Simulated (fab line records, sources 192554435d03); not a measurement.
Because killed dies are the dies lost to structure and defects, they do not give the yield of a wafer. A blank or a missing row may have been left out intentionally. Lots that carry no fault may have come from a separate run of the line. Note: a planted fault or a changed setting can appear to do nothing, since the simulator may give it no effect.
A struck lot beside a sound one + flow n5Finfet + 38 out of 1938 route steps
Sound: wafers L980.2, L980.5. Struck: wafers L985.1, L985.2, L985.6. The cause is given at the end.
At each step with rows: each side's tool, then ch and its chambers, then its first start. Under that, the readings that differ: sound wafers + struck wafers + difference of the means + sigmas: that difference in standard deviations of wafers without a fault.
alike: readings whose means differ by less than 2 such deviations, and words and numbers that are the same on both sides. not compared: withheld readings, readings that some wafer has no value for, bounds like >300 that may hide the same value, and numbers for which the record gives no deviation and whose values overlap.
The two part at a step that has a row with sigmas, a row that says differs or no value, or rows on one side only. When numbers do not overlap yet have no deviation, they are printed without sigmas and do not part them. A reading missing from all wafers of one side parts the sides only when that side holds two or more wafers.

first, 9 steps without rows for these wafers: N5_BEOL_M4_ANNEAL_95 (time 240 s); N5_BEOL_M4_SPUTTER_96 (material Cu, target thk 4.5 nm, time 8.29 s); N5_BEOL_M4_ECD_50 (material Cu, target thk 300 nm); N5_BEOL_M4_ANNEAL_51 (time 90 s); N5_BEOL_M4_CMP_52 (polishes, stops on SiOC, t overpolish 6.8 s, target thk 40 nm); N5_BEOL_M4_PRE_CLEAN_60 (time 15 s); N5_BEOL_M4_CO_CAP_55 (material Co, precursor CCTBA/H2, target thk 2 nm, time 102.1 s); N5_BEOL_M4_PRE_CLEAN_56 (time 15 s); N5_BEOL_M4_DEP_57 (deposits SiCN from 3MS/NH3, target thk 8 nm, time 14 s).
N5_BEOL_M4_RC_MEAS_101:
  sound on prober-01 ch 0, day 8 04:23; struck on prober-01 ch 0, day 9 17:23
  alike: DIBL_N, DIBL_P, IOFF_N, IOFF_P, ION_N, ION_P, SS_N, SS_P, VT_N, VT_P
then, 24 steps without rows for these wafers: N5_BEOL_M5_ILD_DEP_00 (deposits SiCOH lowk from DEMS/porogen, target thk 140.64 nm, time 25.9 s); N5_BEOL_M5_CURE_79 (cures SiCOH lowk, time 240 s); N5_BEOL_M5_PECVD_70 (deposits SiO2 from TEOS/O2, target thk 16 nm, time 18 s); N5_BEOL_M5_HM_DEP_02 (deposits TiN, target thk 20 nm); N5_BEOL_M5_COAT_59 (time 60 s, resist thk 60 nm); N5_BEOL_M5_COAT_60 (time 60 s, resist thk 12 nm); N5_BEOL_M5_COAT_71 (time 60 s, resist thk 5 nm); N5_BEOL_M5_COAT_05 (resist thk 30 nm); N5_BEOL_M5_EBR_07; N5_BEOL_M5_SOFTBAKE_06 (time 60 s); N5_BEOL_M5_EXPOSE_08 (exposes mask M5, target cd 28 nm); N5_BEOL_M5_PEB_09 (peb time 60 s); N5_BEOL_M5_DEVELOP_10 (develop time 30 s); N5_BEOL_M5_DESCUM_16 (chemistry O2, time 7 s); N5_BEOL_M5_ETCH_72 (etches underlayer in N2/H2, target depth 6.5 nm, time 5.2 s); N5_BEOL_M5_ETCH_61 (etches SiARC in CF4, target depth 15.6 nm, time 26 s); N5_BEOL_M5_ETCH_62 (etches SOC in N2/H2, target depth 75 nm, overetch 15 nm, time 112.5 s); N5_BEOL_M5_STRIP_63 (strips in N2/H2); N5_BEOL_M5_STRIP_73 (strips in N2/H2); N5_BEOL_M5_STRIP_64 (strips in CF4); N5_BEOL_M5_HM_OPEN_17 (chemistry Cl2/BCl3, target TiN, target depth 20 nm, overetch 6 nm); N5_BEOL_M5_STRIP_19 (strips in O2); N5_BEOL_M5_COAT_65 (time 60 s, resist thk 60 nm); N5_BEOL_M5_COAT_66 (time 60 s, resist thk 12 nm).
-- the record jumps here: 3 days lie between the struck wafers' starts before and after (it left off in module BEOL_M5 and takes up again in module BEOL_M14, whose first step shown is number 1753 of the route) --
N5_BEOL_M14_TRENCH_ETCH_34: etches SiO2 in C4F8/O2/Ar, target depth 556.65 nm, time 126.9 s.
  sound on rieDiel-02 ch 2,3, day 11 19:37; struck on rieDiel-02 ch 0,1,3, day 12 19:31
  no value came back on the struck wafers for any of 8 readings (C4F8_flow_sccm (sccm), O2_flow_sccm (sccm) and others); on the sound wafers C4F8_flow_sccm (sccm) reads 16.02 15.99
| reading                                    | sound | struck         | difference | sigmas |
|--------------------------------------------|-------|----------------|------------|--------|
| model.SiARC_of_BEOL_M14_COAT_66.thkNm (nm) | 0 0   | 64.8 65.2 64.4 | +64.8      |        |
  not compared: rfHoursCounterH
N5_BEOL_M14_OCD_MEAS_35:
  sound on ocd-02 at day 11 19:47; struck on ocd-02 at day 12 19:40
| reading            | sound   | struck | difference | sigmas |
|--------------------|---------|--------|------------|--------|
| trenchDepthNm (nm) | 582 557 | 0 0 0  | -570       | -36    |
N5_BEOL_M14_CMP_49: polishes, stops on SiO2, t overpolish 5.2 s, target thk 560 nm.
  sound on cmp-01 ch 2, day 11 23:13; struck on cmp-04 ch 0,1,2, day 13 02:06
| reading                                | sound       | struck            | difference | sigmas |
|----------------------------------------|-------------|-------------------|------------|--------|
| barrierFieldEndpointS (s)              | 11.22 11.12 | 11.94 12.00 11.67 | +0.70      | +3     |
| timeToEndpointS (s)                    | 118 117     | 130 132 127       | +12        | +3     |
| model.Cu_of_BEOL_M14_ECD_47.thkNm (nm) | 584.6 560.6 | 1.8 1.4 1         | -571.2     |        |
  alike: edgeZonePressureFrac, motorCurrentA, overpolishRunS
N5_PASSIVATION_PROBE_49:
  sound on prober-01 at day 12 18:09; struck on prober-01 at day 13 22:39
| reading                 | sound     | struck         | difference | sigmas      |
|-------------------------|-----------|----------------|------------|-------------|
| defectLimitedYield (%)  | 90.8 91.9 | 0 0 0          | -91        | -61         |
| killed_at_M4_up         | 12 13     | 1106 1115 1119 | +1101      | +99 or more |
| killedDies              | 109 95    | 1180 1180 1180 | +1078      | +63         |
| killedOnRim             | 14 13     | 152 152 152    | +138       | +38         |
| killedOpen              | 79 72     | 60 41 41       | -28        | -2          |
| sort_bin_5_function (%) | 5.6 5.4   | 97.0 96.8 97.5 | +91.6      | +99 or more |
| sortNPass               | 1071 1085 | 0 0 0          | -1078      | -63         |
| sortYieldPct (%)        | 90.8 91.9 | 0 0 0          | -91        | -61         |
  alike: killed_at_M0_to_M3, killedAtContacts, killedAtFrontEnd, killedAtOther, killedShort, sort_bin_6_memory

WHERE THEY PART
Earliest at N5_BEOL_M14_TRENCH_ETCH_34; latest, in this record, at N5_PASSIVATION_PROBE_49.

WHY: what had been put in by the simulator
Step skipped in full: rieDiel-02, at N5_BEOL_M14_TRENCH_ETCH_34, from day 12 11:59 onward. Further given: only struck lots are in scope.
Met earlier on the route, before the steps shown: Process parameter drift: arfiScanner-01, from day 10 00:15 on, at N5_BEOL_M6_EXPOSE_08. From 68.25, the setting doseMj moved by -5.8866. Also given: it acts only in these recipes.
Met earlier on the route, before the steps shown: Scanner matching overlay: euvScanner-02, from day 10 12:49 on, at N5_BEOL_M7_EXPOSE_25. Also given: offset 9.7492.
